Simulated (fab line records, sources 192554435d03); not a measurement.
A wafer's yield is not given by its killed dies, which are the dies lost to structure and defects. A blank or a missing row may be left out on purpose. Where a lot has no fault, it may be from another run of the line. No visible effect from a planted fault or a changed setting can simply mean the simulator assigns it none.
Chamber matching ; flow n5Finfet ; aldMetal-04 running N5_HKMG_FIN_ALD_71: 4 sister chambers
The step deposits TiN, target thk 1 nm, pulse time 1 s, purge time 3 s. 22 wafers are shown with their chamber, then 11 later ones without.

== WAFERS WITH THEIR CHAMBER ==
wafer;chamber;heaterPowerW (W);precursorPulseHeightRel
L075.1;3;817;0.992
L075.4;0;947;1.005
L075.5;2;1098;1.005
L076.2;3;792;0.982
L076.3;2;1109;1.026
L076.6;2;1126;0.985
L079.1;0;962;1.017
L079.5;0;939;1.013
L079.6;3;813;1.006
L080.1;1;888;0.983
L080.4;1;865;1.021
L080.6;3;801;0.974
L083.1;1;878;1.017
L083.2;2;1136;1.003
L083.4;0;944;0.998
L085.2;0;973;1.012
L085.3;2;1125;1.010
L085.4;1;873;1.004
L086.2;1;883;1.004
L086.3;0;966;0.975
L086.5;1;843;0.998
L087.2;2;1120;1.036

SIGNATURES (means of the wafers above)
reading;chamber 0;chamber 1;chamber 2;chamber 3;scatter within a chamber
heaterPowerW;955.17;871.67;1119.00;805.75;14
precursorPulseHeightRel;1.00333;1.00450;1.01083;0.98850;0.0155
Rule: distance of a wafer from a chamber = root of the sum over the readings of ((wafer's reading minus chamber's mean) / reading's scatter) squared. If the next closest chamber is less than 2 further off than the closest, the wafer can't be placed; otherwise it belongs to the closest. The scatter: take each reading less its chamber's mean, square it, sum over the shown wafers, divide by the number of wafers less the number of chambers, and take the root.

== WAFERS MISSING THEIR CHAMBER ==
wafer;heaterPowerW (W);precursorPulseHeightRel
L087.3;832;1.016
L087.6;946;0.966
L091.2;870;0.981
L091.5;908;0.997
L091.6;1136;0.974
L094.1;1136;1.026
L094.2;943;0.977
L094.6;872;0.985
L096.2;964;0.996
L096.4;879;0.983
L096.5;1125;0.981

== WHICH CHAMBER EACH WENT THROUGH ==
wafer;from the rows above;in truth
L087.3;can't be placed: 3 or 1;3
L087.6;0;0
L091.2;1;1
L091.5;can't be placed: 1 or 0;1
L091.6;2;2
L094.1;2;2
L094.2;0;0
L094.6;1;1
L096.2;0;0
L096.4;1;1
L096.5;2;2
Correct placement for 9 of the 11. Can't be placed from these rows: 2 (the true chamber is among the candidates in 2). Placed wrongly: 0.
